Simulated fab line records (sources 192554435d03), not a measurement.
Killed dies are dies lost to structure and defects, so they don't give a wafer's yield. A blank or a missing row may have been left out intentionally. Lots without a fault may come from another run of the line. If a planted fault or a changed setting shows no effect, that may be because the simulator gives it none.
Split-lot study :: flow n5_finfet :: 7 lots, 39 wafers read, on a route of 1938 steps

== ON THE SPLIT ==
At N5_BEOL_M6_PECVD_70 (deposits SiO2 from TEOS/O2, target thk 20 nm, time 22.7 s), the setting time_s was moved away from the recipe's 22.7 s on 15 of the 39 wafers read, by -50.4% to +37.0%. All remaining wafers had this setting at the recipe value.

The split's own step is where the reading is taken.

== THE READING ==
SiO2_of_BEOL_M6_PECVD_70.thk_nm (the simulator's own value, which no gauge read), in nm, at N5_BEOL_M6_PECVD_70 (deposits SiO2 from TEOS/O2, target thk 20 nm, time 22.7 s). No usual value for it is given in the file. Average 19.9 nm, standard deviation 0.26 nm, over the 24 wafers here run with the recipe.

wafer: L075.1
tool, chamber at the split: pecvd-03, 2,0
time_s as run, s: 22.7
against the recipe: recipe
SiO2_of_BEOL_M6_PECVD_70.thk_nm, nm: 20
against lot-mates on the recipe: -

wafer: L075.3
tool, chamber at the split: pecvd-03, 2,0
time_s as run, s: 22.7
against the recipe: recipe
SiO2_of_BEOL_M6_PECVD_70.thk_nm, nm: 20
against lot-mates on the recipe: -

wafer: L075.2
tool, chamber at the split: pecvd-03, 1
time_s as run, s: 26.45
against the recipe: +16.5%
SiO2_of_BEOL_M6_PECVD_70.thk_nm, nm: 23.2
against lot-mates on the recipe: +3.1

wafer: L075.4
tool, chamber at the split: pecvd-03, 2
time_s as run, s: 22.7
against the recipe: recipe
SiO2_of_BEOL_M6_PECVD_70.thk_nm, nm: 20.4
against lot-mates on the recipe: -

wafer: L075.5
tool, chamber at the split: pecvd-03, 1,0
time_s as run, s: 26.45
against the recipe: +16.5%
SiO2_of_BEOL_M6_PECVD_70.thk_nm, nm: 23.6
against lot-mates on the recipe: +3.5

wafer: L075.6
tool, chamber at the split: pecvd-03, 1,0
time_s as run, s: 26.45
against the recipe: +16.5%
SiO2_of_BEOL_M6_PECVD_70.thk_nm, nm: 23.6
against lot-mates on the recipe: +3.5

wafer: L079.1
tool, chamber at the split: pecvd-04, 0
time_s as run, s: 14.79
against the recipe: -34.8%
SiO2_of_BEOL_M6_PECVD_70.thk_nm, nm: 12.6
against lot-mates on the recipe: -7.0

wafer: L079.2
tool, chamber at the split: pecvd-04, 1,2,2
time_s as run, s: 22.7
against the recipe: recipe
SiO2_of_BEOL_M6_PECVD_70.thk_nm, nm: 19.6
against lot-mates on the recipe: -

wafer: L079.3
tool, chamber at the split: pecvd-04, 1,2,2
time_s as run, s: 22.7
against the recipe: recipe
SiO2_of_BEOL_M6_PECVD_70.thk_nm, nm: 19.6
against lot-mates on the recipe: -

wafer: L079.4
tool, chamber at the split: pecvd-04, 1,2,2
time_s as run, s: 22.7
against the recipe: recipe
SiO2_of_BEOL_M6_PECVD_70.thk_nm, nm: 19.6
against lot-mates on the recipe: -

wafer: L079.5
tool, chamber at the split: pecvd-04, 0
time_s as run, s: 14.79
against the recipe: -34.8%
SiO2_of_BEOL_M6_PECVD_70.thk_nm, nm: 13
against lot-mates on the recipe: -6.6

wafer: L079.6
tool, chamber at the split: pecvd-04, 1
time_s as run, s: 14.79
against the recipe: -34.8%
SiO2_of_BEOL_M6_PECVD_70.thk_nm, nm: 13.2
against lot-mates on the recipe: -6.4

wafer: L083.1
tool, chamber at the split: pecvd-01, 0,2,2
time_s as run, s: 22.7
against the recipe: recipe
SiO2_of_BEOL_M6_PECVD_70.thk_nm, nm: 20.2
against lot-mates on the recipe: -

wafer: L083.3
tool, chamber at the split: pecvd-01, 0,2,2
time_s as run, s: 22.7
against the recipe: recipe
SiO2_of_BEOL_M6_PECVD_70.thk_nm, nm: 20.2
against lot-mates on the recipe: -

wafer: L083.5
tool, chamber at the split: pecvd-01, 0,2,2
time_s as run, s: 22.7
against the recipe: recipe
SiO2_of_BEOL_M6_PECVD_70.thk_nm, nm: 20.2
against lot-mates on the recipe: -

wafer: L083.2
tool, chamber at the split: pecvd-01, 1
time_s as run, s: 22.7
against the recipe: recipe
SiO2_of_BEOL_M6_PECVD_70.thk_nm, nm: 19.6
against lot-mates on the recipe: -

wafer: L083.4
tool, chamber at the split: pecvd-01, 1
time_s as run, s: 22.7
against the recipe: recipe
SiO2_of_BEOL_M6_PECVD_70.thk_nm, nm: 19.8
against lot-mates on the recipe: -

wafer: L083.6
tool, chamber at the split: pecvd-01, 0
time_s as run, s: 22.7
against the recipe: recipe
SiO2_of_BEOL_M6_PECVD_70.thk_nm, nm: 20.4
against lot-mates on the recipe: -

wafer: L087.1
tool, chamber at the split: pecvd-03, 0
time_s as run, s: 22.7
against the recipe: recipe
SiO2_of_BEOL_M6_PECVD_70.thk_nm, nm: 20
against lot-mates on the recipe: -

wafer: L087.2
tool, chamber at the split: pecvd-03, 2
time_s as run, s: 22.7
against the recipe: recipe
SiO2_of_BEOL_M6_PECVD_70.thk_nm, nm: 19.6
against lot-mates on the recipe: -

wafer: L087.6
tool, chamber at the split: pecvd-03, 2
time_s as run, s: 22.7
against the recipe: recipe
SiO2_of_BEOL_M6_PECVD_70.thk_nm, nm: 19.8
against lot-mates on the recipe: -

wafer: L089.1
tool, chamber at the split: pecvd-01, 0
time_s as run, s: 31.11
against the recipe: +37.0%
SiO2_of_BEOL_M6_PECVD_70.thk_nm, nm: 27.2
against lot-mates on the recipe: +7.3

wafer: L089.2
tool, chamber at the split: pecvd-01, 2,0
time_s as run, s: 22.7
against the recipe: recipe
SiO2_of_BEOL_M6_PECVD_70.thk_nm, nm: 20
against lot-mates on the recipe: -

wafer: L089.4
tool, chamber at the split: pecvd-01, 2,0
time_s as run, s: 22.7
against the recipe: recipe
SiO2_of_BEOL_M6_PECVD_70.thk_nm, nm: 20
against lot-mates on the recipe: -

wafer: L089.3
tool, chamber at the split: pecvd-01, 1
time_s as run, s: 22.7
against the recipe: recipe
SiO2_of_BEOL_M6_PECVD_70.thk_nm, nm: 19.6
against lot-mates on the recipe: -

wafer: L089.5
tool, chamber at the split: pecvd-01, 2
time_s as run, s: 31.11
against the recipe: +37.0%
SiO2_of_BEOL_M6_PECVD_70.thk_nm, nm: 27.6
against lot-mates on the recipe: +7.7

wafer: L089.6
tool, chamber at the split: pecvd-01, 1
time_s as run, s: 31.11
against the recipe: +37.0%
SiO2_of_BEOL_M6_PECVD_70.thk_nm, nm: 26.8
against lot-mates on the recipe: +6.9

wafer: L096.1
tool, chamber at the split: pecvd-03, 2,0
time_s as run, s: 22.7
against the recipe: recipe
SiO2_of_BEOL_M6_PECVD_70.thk_nm, nm: 19.8
against lot-mates on the recipe: -

wafer: L096.6
tool, chamber at the split: pecvd-03, 2,0
time_s as run, s: 22.7
against the recipe: recipe
SiO2_of_BEOL_M6_PECVD_70.thk_nm, nm: 19.8
against lot-mates on the recipe: -

wafer: L096.2
tool, chamber at the split: pecvd-03, 0
time_s as run, s: 11.25
against the recipe: -50.4%
SiO2_of_BEOL_M6_PECVD_70.thk_nm, nm: 9.8
against lot-mates on the recipe: -10.1

wafer: L096.3
tool, chamber at the split: pecvd-03, 1
time_s as run, s: 22.7
against the recipe: recipe
SiO2_of_BEOL_M6_PECVD_70.thk_nm, nm: 20.2
against lot-mates on the recipe: -

wafer: L096.4
tool, chamber at the split: pecvd-03, 1
time_s as run, s: 11.25
against the recipe: -50.4%
SiO2_of_BEOL_M6_PECVD_70.thk_nm, nm: 10.6
against lot-mates on the recipe: -9.3

wafer: L096.5
tool, chamber at the split: pecvd-03, 2
time_s as run, s: 11.25
against the recipe: -50.4%
SiO2_of_BEOL_M6_PECVD_70.thk_nm, nm: 10.2
against lot-mates on the recipe: -9.7

wafer: L097.1
tool, chamber at the split: pecvd-04, 0
time_s as run, s: 22.7
against the recipe: recipe
SiO2_of_BEOL_M6_PECVD_70.thk_nm, nm: 19.8
against lot-mates on the recipe: -

wafer: L097.2
tool, chamber at the split: pecvd-04, 2
time_s as run, s: 18.12
against the recipe: -20.2%
SiO2_of_BEOL_M6_PECVD_70.thk_nm, nm: 15.8
against lot-mates on the recipe: -4.0

wafer: L097.3
tool, chamber at the split: pecvd-04, 1
time_s as run, s: 22.7
against the recipe: recipe
SiO2_of_BEOL_M6_PECVD_70.thk_nm, nm: 19.6
against lot-mates on the recipe: -

wafer: L097.4
tool, chamber at the split: pecvd-04, 2,1
time_s as run, s: 18.12
against the recipe: -20.2%
SiO2_of_BEOL_M6_PECVD_70.thk_nm, nm: 16
against lot-mates on the recipe: -3.8

wafer: L097.6
tool, chamber at the split: pecvd-04, 2,1
time_s as run, s: 18.12
against the recipe: -20.2%
SiO2_of_BEOL_M6_PECVD_70.thk_nm, nm: 16
against lot-mates on the recipe: -3.8

wafer: L097.5
tool, chamber at the split: pecvd-04, 0
time_s as run, s: 22.7
against the recipe: recipe
SiO2_of_BEOL_M6_PECVD_70.thk_nm, nm: 20
against lot-mates on the recipe: -
Where a row lists several chambers, the file gives one row for several wafers and doesn't say which wafer went through which chamber.

THE FIT
A straight line over all 39 wafers: SiO2_of_BEOL_M6_PECVD_70.thk_nm changes by +0.197 nm for each +1% of time_s; r = +1.00; the points scatter about the line by 0.28 nm.
The same after taking each lot's own level away (the mean of its wafers on the recipe; 39 wafers): +0.194 nm for each +1%; r = +1.00; scatter 0.23 nm.
That fit puts the effect of the largest move of time_s on the reading at 9.8 nm.
The span of the lots' own levels, 19.60 to 20.13 nm, comes to 2.1 times the standard deviation stated above.
The two slopes are in agreement: the lot-to-lot level therefore moves the slope only a little.
Check: with one of the wafers moved furthest among these (-50.4%) left out of the fit, the line predicts -9.7 nm for it against its lot-mates. It came out at -10.1 nm against them.

== OTHER SPLITS ON THESE WAFERS ==
Other splits were also applied to these wafers ahead of the reading. Each is held against what the fit with the lots' levels taken away leaves over:
other split on the same wafers: N5_PMOS_HMC_CHANNEL_EPI_ETCH_38 target_depth_a
wafers away from the commonest value: 12
r with SiO2_of_BEOL_M6_PECVD_70.thk_nm (lot level and that fit taken away): +0.06

other split on the same wafers: N5_BEOL_M0_SAQP_PECVD_00 time_s
wafers away from the commonest value: 9
r with SiO2_of_BEOL_M6_PECVD_70.thk_nm (lot level and that fit taken away): -0.07

other split on the same wafers: N5_BEOL_M1_DEP_57 time_s
wafers away from the commonest value: 18
r with SiO2_of_BEOL_M6_PECVD_70.thk_nm (lot level and that fit taken away): -0.12

== THE FILE'S OWN FIT ==
SiO2_of_BEOL_M6_PECVD_70.thk_nm changes by +0.194 nm for each +1% of time_s, r = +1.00.
